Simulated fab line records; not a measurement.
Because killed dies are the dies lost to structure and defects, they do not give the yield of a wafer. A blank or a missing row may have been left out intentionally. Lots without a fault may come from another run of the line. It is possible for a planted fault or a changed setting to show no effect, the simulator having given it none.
Struck lot and sound lot, side by side ; flow nand harc ; 14 steps out of a route of 1302
Sound: these wafers, L364.4, L364.5, L364.6. The struck wafers were L368.1, L368.3, L368.6. The cause is given at the end.
At each step with rows: each side's tool, then ch and its chambers, then its first start. Under that, the readings that differ: sound wafers ; struck wafers ; difference of the means ; sigmas: that difference in standard deviations of wafers without a fault.
alike: readings with means less than 2 such deviations apart, plus words and numbers identical on both sides. not compared: withheld readings, readings lacking a value on some wafer, bounds such as >300 that could conceal the same value, and numbers that have no deviation in the record and whose values overlap.
Wherever a step has rows on one side only, a row that says differs or no value, or a row with sigmas, the two part there. Numbers that have no deviation but don't overlap get no sigmas and don't part them. A reading that every wafer of one side lacks parts them only if that side has two wafers or more.

first, 2 steps without rows for these wafers: NHARC_A_SOURCE_PLATE_SRD_01; NHARC_A_SOURCE_PLATE_OXIDE_02 (material SiO2, target thk 10 nm, ox time 1362 s).
NHARC_A_SOURCE_PLATE_THK_MEAS_09: measures by ellipsometry.
  struck on film metro-01, day 11 06:40; sound on film metro-02, day 9 03:13
  alike: thk nm
then, 3 steps without rows for these wafers: NHARC_A_SOURCE_PLATE_PVD_04 (deposits WSi2, target thk 50 nm); NHARC_A_SOURCE_PLATE_CVD_03 (deposits poly-Si, target thk 200 nm, time 4000 s); NHARC_A_SOURCE_PLATE_ANNEAL_05 (time 1800 s).
NHARC_A_SOURCE_PLATE_THK_MEAS_06: measures by ellipsometry.
  struck on film metro-01, day 11 19:25; sound on film metro-01, day 9 17:00
  alike: thk nm
NHARC_A_SOURCE_PLATE_INSPECT_08:
  struck on defect inspect-02, day 11 19:29; sound on defect inspect-02, day 9 17:04
  alike: raw defect count
then NHARC_A_ONON_D1_DEP_00 (target thk 1000 nm), 1 step lacking rows for these wafers.
NHARC_A_ONON_D1_THK_MEAS_02: measures by ellipsometry.
  struck on film metro-01, day 11 20:04; sound on film metro-02, day 9 17:39
  alike: thk nm
NHARC_A_ONON_D1_DEP_03: target thk 1000 nm.
  sound on pecvd onon-02 ch 0, day 9 17:52; struck on pecvd onon-02 ch 0, day 11 20:07
  alike: n2o flow sccm, nh3 flow sccm
NHARC_A_ONON_D1_THK_MEAS_05: measures by ellipsometry.
  struck on film metro-01, day 11 20:38; sound on film metro-01, day 9 18:13
reading;sound;struck;difference;sigmas
thk nm (nm);985 984 984;1522 1521 1522;+537;+41
then NHARC_A_ONON_D1_DEP_06 (target thk 1000 nm), 1 step lacking rows for these wafers.
-- record jumps: 16 days between struck wafers' starts before vs after; left off in module A_ONON_D1, resumes in module END, first step shown is number 1302 of the route --
NHARC_END_SORT_01:
  the record has rows for the struck wafers here (prober-01 ch 0, day 28 08:29) and none for the sound ones

WHERE THEY PART
Last at NHARC_END_SORT_01 as far as this record goes, first at NHARC_A_ONON_D1_THK_MEAS_05.

WHY: the cause the simulator had injected
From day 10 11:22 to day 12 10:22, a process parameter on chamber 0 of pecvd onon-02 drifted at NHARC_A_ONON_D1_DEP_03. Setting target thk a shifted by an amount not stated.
